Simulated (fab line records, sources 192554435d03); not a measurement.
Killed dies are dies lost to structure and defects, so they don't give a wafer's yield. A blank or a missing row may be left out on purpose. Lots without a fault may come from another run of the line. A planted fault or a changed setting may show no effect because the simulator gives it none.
Which tool did it? | flow n5_finfet | 24 lots, 72 wafers sampled, at 3 steps of a route of 1938

WHAT THE GAUGES READ, wafer by wafer
N5_BEOL_M14_OCD_MEAS_35.
lot  | measured     | on     | trench_depth_nm (nm)
L074 | day 11 01:13 | ocd-01 | 564 544 546
L075 | day 11 16:55 | ocd-01 | 560 550 560
L076 | day 11 22:57 | ocd-02 | 565 568 565
L077 | day 12 07:43 | ocd-01 | 566 568 557
L080 | day 12 17:26 | ocd-02 | 575 550 573
L079 | day 12 18:34 | ocd-02 | 567 560 554
L078 | day 12 19:00 | ocd-01 | 558 558 558
L081 | day 12 21:56 | ocd-01 | 574 563 571
L082 | day 13 09:56 | ocd-01 | 569 554 559
L085 | day 13 20:46 | ocd-01 | 549 558 564
L083 | day 14 04:50 | ocd-02 | 572 551 575
L084 | day 14 11:04 | ocd-02 | 548 555 552
L087 | day 14 12:38 | ocd-02 | 564 560 564
L086 | day 14 19:26 | ocd-01 | 568 558 554
L090 | day 15 04:43 | ocd-02 | 555 550 554
L088 | day 15 08:55 | ocd-02 | 559 573 553
L091 | day 15 11:52 | ocd-02 | 556 547 544
L089 | day 15 18:27 | ocd-01 | 542 569 570
L092 | day 16 00:58 | ocd-01 | 534 558 534
L093 | day 16 01:38 | ocd-02 | 556 557 563
L094 | day 16 12:36 | ocd-01 | 531 552 534
L095 | day 17 00:57 | ocd-02 | 570 546 555
L096 | day 17 04:53 | ocd-01 | 545 558 559
L097 | day 17 12:37 | ocd-01 | 559 566 549

WHICH TOOL RAN EACH LOT (tool, then ch and the chambers of the sampled wafers, then the start)
lot  | N5_BEOL_M14_STRIP_63                          | N5_BEOL_M14_ETCH_67
L074 | rie_diel-05 ch 2,3, day 11 00:38 or earlier   | rie_diel-02 ch 2,3, day 11 00:38
L075 | rie_diel-01 ch 0,2,3, day 11 16:20 or earlier | rie_diel-05 ch 0,1,2, day 11 16:20
L076 | rie_diel-02 ch 0,2,3, day 11 22:22 or earlier | rie_diel-02 ch 0,3, day 11 22:22
L077 | rie_diel-02 ch 0,3, day 12 07:13 or earlier   | rie_diel-05 ch 0,1,2, day 12 07:13
L080 | rie_diel-01 ch 1,2,3, day 12 16:51 or earlier | rie_diel-01 ch 1,2,3, day 12 16:51
L079 | rie_diel-02 ch 0,1,3, day 12 17:59 or earlier | rie_diel-05 ch 0,1,2, day 12 17:59
L078 | rie_diel-02 ch 0,1,2, day 12 18:25 or earlier | rie_diel-02 ch 0,3, day 12 18:25
L081 | rie_diel-02 ch 1,2, day 12 21:22 or earlier   | rie_diel-05 ch 0,1, day 12 21:22
L082 | rie_diel-02 ch 1,3, day 13 09:21 or earlier   | rie_diel-05 ch 0,1,2, day 13 09:21
L085 | rie_diel-02 ch 0,2,3, day 13 20:11 or earlier | rie_diel-05 ch 0,1,2, day 13 20:11
L083 | rie_diel-02 ch 0,1,2, day 14 04:16 or earlier | rie_diel-01 ch 0,1, day 14 04:16
L084 | rie_diel-01 ch 0,1, day 14 10:30 or earlier   | rie_diel-02 ch 0,1, day 14 10:30
L087 | rie_diel-01 ch 0,1,2, day 14 12:03 or earlier | rie_diel-05 ch 0,1, day 14 12:03
L086 | rie_diel-02 ch 0,1,3, day 14 18:51 or earlier | rie_diel-05 ch 1,2,3, day 14 18:51
L090 | rie_diel-01 ch 1,2,3, day 15 04:08 or earlier | rie_diel-01 ch 0,3, day 15 04:08
L088 | rie_diel-05 ch 2,3, day 15 08:20 or earlier   | rie_diel-01 ch 0,2, day 15 08:20
L091 | rie_diel-02 ch 0,1, day 15 11:17 or earlier   | rie_diel-05 ch 1,2, day 15 11:17
L089 | rie_diel-05 ch 1,2,3, day 15 17:53 or earlier | rie_diel-01 ch 0,2, day 15 17:53
L092 | rie_diel-01 ch 0,2,3, day 16 00:23 or earlier | rie_diel-02 ch 0,2, day 16 00:23
L093 | rie_diel-05 ch 0,1,3, day 16 01:04 or earlier | rie_diel-02 ch 0,1,3, day 16 01:04
L094 | rie_diel-02 ch 0,3, day 16 12:02 or earlier   | rie_diel-02 ch 2,3, day 16 12:02
L095 | rie_diel-01 ch 1,2,3, day 17 00:22 or earlier | rie_diel-01 ch 0,2,3, day 17 00:22
L096 | rie_diel-01 ch 0,1,2, day 17 04:19 or earlier | rie_diel-05 ch 0,1,3, day 17 04:19
L097 | rie_diel-01 ch 1,2,3, day 17 12:02 or earlier | rie_diel-01 ch 0,2,3, day 17 12:02
- N5_BEOL_M14_STRIP_63: strips in O2.
- N5_BEOL_M14_ETCH_67: etches SiARC in CF4, target depth 143 nm, time 238.3 s.

WHAT THE TOOLS THEMSELVES READ (means of the sampled wafers that have a number; where no wafer has one, the mark that the record gives instead)
N5_BEOL_M14_STRIP_63.
lot  | tool        | drypump_motor_current_A (A) | oes_product_au (a.u.) | rf_vpp_V (V) | showerhead_plenum_p_Torr (Torr) | throttle_valve_pct (%)
L074 | rie_diel-05 | 5.3                         | 0.70                  | 3.3          | 2.016                           | 16.94
L075 | rie_diel-01 | 5.7                         | 0.81                  | 3.1          | 2.050                           | 16.63
L076 | rie_diel-02 | 5.9                         | 0.73                  | 2.9          | 2.064                           | 16.82
L077 | rie_diel-02 | 5.8                         | 0.75                  | 3.9          | 2.045                           | 16.71
L080 | rie_diel-01 | 5.4                         | 0.84                  | 3.6          | 2.055                           | 16.68
L079 | rie_diel-02 | 5.9                         | 0.74                  | 3.7          | 2.067                           | 16.68
L078 | rie_diel-02 | 5.9                         | 0.72                  | 3.4          | 2.057                           | 16.83
L081 | rie_diel-02 | 6.1                         | 0.69                  | 3.4          | 2.080                           | 16.76
L082 | rie_diel-02 | 6.1                         | 0.70                  | 4.1          | 2.088                           | 16.62
L085 | rie_diel-02 | 5.9                         | 0.72                  | 3.9          | 2.058                           | 16.87
L083 | rie_diel-02 | 5.9                         | 0.71                  | 4.0          | 2.054                           | 16.86
L084 | rie_diel-01 | 6.0                         | 0.87                  | 3.2          | 2.047                           | 16.41
L087 | rie_diel-01 | 6.0                         | 0.84                  | 3.2          | 2.040                           | 16.51
L086 | rie_diel-02 | 5.9                         | 0.71                  | 3.4          | 2.061                           | 16.72
L090 | rie_diel-01 | 5.4                         | 0.91                  | 3.7          | 2.048                           | 16.57
L088 | rie_diel-05 | 5.5                         | 0.87                  | 3.5          | 2.032                           | 16.78
L091 | rie_diel-02 | 5.9                         | 0.69                  | 4.4          | 2.056                           | 16.68
L089 | rie_diel-05 | 5.6                         | 0.81                  | 3.6          | 2.027                           | 16.69
L092 | rie_diel-01 | 5.7                         | 0.85                  | 2.7          | 2.036                           | 16.56
L093 | rie_diel-05 | 5.6                         | 0.89                  | 4.2          | 2.053                           | 16.51
L094 | rie_diel-02 | 5.9                         | 0.71                  | 3.5          | 2.060                           | 16.76
L095 | rie_diel-01 | 5.4                         | 0.86                  | 3.8          | 2.042                           | 16.61
L096 | rie_diel-01 | 6.0                         | 0.82                  | 2.4          | 2.031                           | 16.56
L097 | rie_diel-01 | 5.4                         | 0.86                  | 4.1          | 2.040                           | 16.64

N5_BEOL_M14_ETCH_67.
lot  | tool        | drypump_motor_current_A (A) | etch_rf_on_time_s (s) | oes_product_au (a.u.) | rf_vpp_V (V) | showerhead_plenum_p_Torr (Torr) | throttle_valve_pct (%)
L074 | rie_diel-02 | 6.0                         | 243                   | 0.62                  | 184.8        | 2.14                            | 15.94
L075 | rie_diel-05 | 5.4                         | 237                   | 0.73                  | 182.9        | 2.08                            | 15.42
L076 | rie_diel-02 | 5.9                         | 235                   | 0.64                  | 183.7        | 2.12                            | 15.61
L077 | rie_diel-05 | 5.4                         | 234                   | 0.72                  | 183.6        | 2.08                            | 15.42
L080 | rie_diel-01 | 5.4                         | 234                   | 0.72                  | 183.9        | 2.11                            | 15.65
L079 | rie_diel-05 | 5.4                         | 237                   | 0.71                  | 183.4        | 2.08                            | 15.41
L078 | rie_diel-02 | 5.9                         | 237                   | 0.64                  | 183.7        | 2.11                            | 15.64
L081 | rie_diel-05 | 5.7                         | 233                   | 0.77                  | 184.1        | 2.10                            | 15.24
L082 | rie_diel-05 | 5.4                         | 237                   | 0.71                  | 183.3        | 2.08                            | 15.43
L085 | rie_diel-05 | 5.4                         | 235                   | 0.71                  | 183.6        | 2.08                            | 15.44
L083 | rie_diel-01 | 6.0                         | 232                   | 0.76                  | 183.7        | 2.09                            | 15.35
L084 | rie_diel-02 | 6.0                         | 238                   | 0.60                  | 183.8        | 2.10                            | 15.60
L087 | rie_diel-05 | 5.7                         | 237                   | 0.75                  | 184.0        | 2.09                            | 15.28
L086 | rie_diel-05 | 5.6                         | 234                   | 0.72                  | 183.9        | 2.08                            | 15.61
L090 | rie_diel-01 | 5.9                         | 236                   | 0.73                  | 182.7        | 2.08                            | 15.38
L088 | rie_diel-01 | 6.2                         | 235                   | 0.69                  | 183.0        | 2.08                            | 15.47
L091 | rie_diel-05 | 5.4                         | 238                   | 0.62                  | 182.4        | 2.05                            | 15.67
L089 | rie_diel-01 | 6.0                         | 234                   | 0.70                  | 183.8        | 2.08                            | 15.61
L092 | rie_diel-02 | 5.8                         | 243                   | 0.60                  | 183.5        | 2.10                            | 16.02
L093 | rie_diel-02 | 5.9                         | 235                   | 0.61                  | 183.4        | 2.10                            | 15.65
L094 | rie_diel-02 | 6.0                         | 245                   | 0.59                  | 184.4        | 2.12                            | 16.01
L095 | rie_diel-01 | 5.7                         | 238                   | 0.72                  | 184.0        | 2.09                            | 15.54
L096 | rie_diel-05 | 5.6                         | 237                   | 0.73                  | 182.7        | 2.09                            | 15.44
L097 | rie_diel-01 | 5.7                         | 235                   | 0.71                  | 184.2        | 2.08                            | 15.55

THE ANSWER, worked out from the rows above alone
Rule: what is usual is taken from the lots themselves. Put in order of their means at a reading, lots are off if they are a third of the lots or fewer, leave a main group of 4 or more, and stand apart from it by a gap of 3 or more times the standard deviation of the main group's means; of several such gaps the widest counts. A main group whose means are all the same, to the digits that the tables above print for the reading, isn't used. A lot without any number at a reading at which 4 lots or more have one is off too. The other lots that the step has rows for count as sound. The gauges are gone through in route order, then the tools' own readings, and for those a lot's mean is taken as printed above. The first step at which some lot is off is used, and at that step the reading that is off furthest; a lot without a number counts as furthest.
No lot is off at any reading shown: from this, nothing can be told.

WHAT THE SIMULATOR HAD PUT IN
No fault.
